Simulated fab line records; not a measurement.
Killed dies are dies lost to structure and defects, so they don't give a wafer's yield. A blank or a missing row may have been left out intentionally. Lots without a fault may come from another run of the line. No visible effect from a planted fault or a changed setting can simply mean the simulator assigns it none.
Matching of chambers + flow n5-finfet + N5_PMOS_HMC_CHANNEL_EPI_HM_STRIP_35 on wet-bench-01: 6 sister chambers
The step strips SiO2 in dHF, material SiO2, target depth 39.6 nm, time 216 s. 11 wafers are shown with their chamber, then 5 later ones without.

== EACH WAFER AND ITS CHAMBER ==
| wafer  | chamber | bath-heat-duty-pct (%) |
|--------|---------|------------------------|
| L621.1 | 0       | 5.8                    |
| L623.5 | 0       | 6.0                    |
| L623.6 | 2       | 6.2                    |
| L626.2 | 5       | 5.2                    |
| L626.4 | 6       | 6.2                    |
| L626.5 | 1       | 5.0                    |
| L630.3 | 4       | 6.1                    |
| L630.5 | 6       | 6.4                    |
| L630.6 | 5       | 5.0                    |
| L633.3 | 4       | 5.5                    |
| L633.4 | 1       | 5.7                    |

== WAFERS WHOSE CHAMBER IS MISSING ==
| wafer  | bath-heat-duty-pct (%) |
|--------|------------------------|
| L633.6 | 5.9                    |
| L634.4 | 5.9                    |
| L634.6 | 6.2                    |
| L642.1 | 5.1                    |
| L642.2 | 5.6                    |

== WHICH CHAMBER EACH ONE RAN IN ==
| wafer  | from the rows above                         | in truth |
|--------|---------------------------------------------|----------|
| L633.6 | can't be placed: 0 or 4 or 2 or 6 or 1      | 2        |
| L634.4 | can't be placed: 0 or 4 or 2 or 6 or 1      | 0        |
| L634.6 | can't be placed: 2 or 6 or 0 or 4           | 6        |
| L642.1 | can't be placed: 5 or 1                     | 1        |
| L642.2 | can't be placed: 4 or 1 or 0 or 5 or 2 or 6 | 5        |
Correct placement for 0 of the 5. From these rows, 5 cannot be placed; in 5 the true chamber is one of the candidates. Wrongly placed: 0.
How it was worked out, from the rows above alone: a wafer's distance from a chamber is the root of the sum, over the readings, of the square of ((its reading less the chamber's mean) divided by the reading's scatter). The wafer belongs to the nearest chamber; if the next one is less than 2 further off, it can't be placed. The mean given for a chamber averages the wafers shown for that chamber. The scatter: the root of (the sum of the squares of (reading less its chamber's mean) over the shown wafers, divided by (wafers less chambers)).
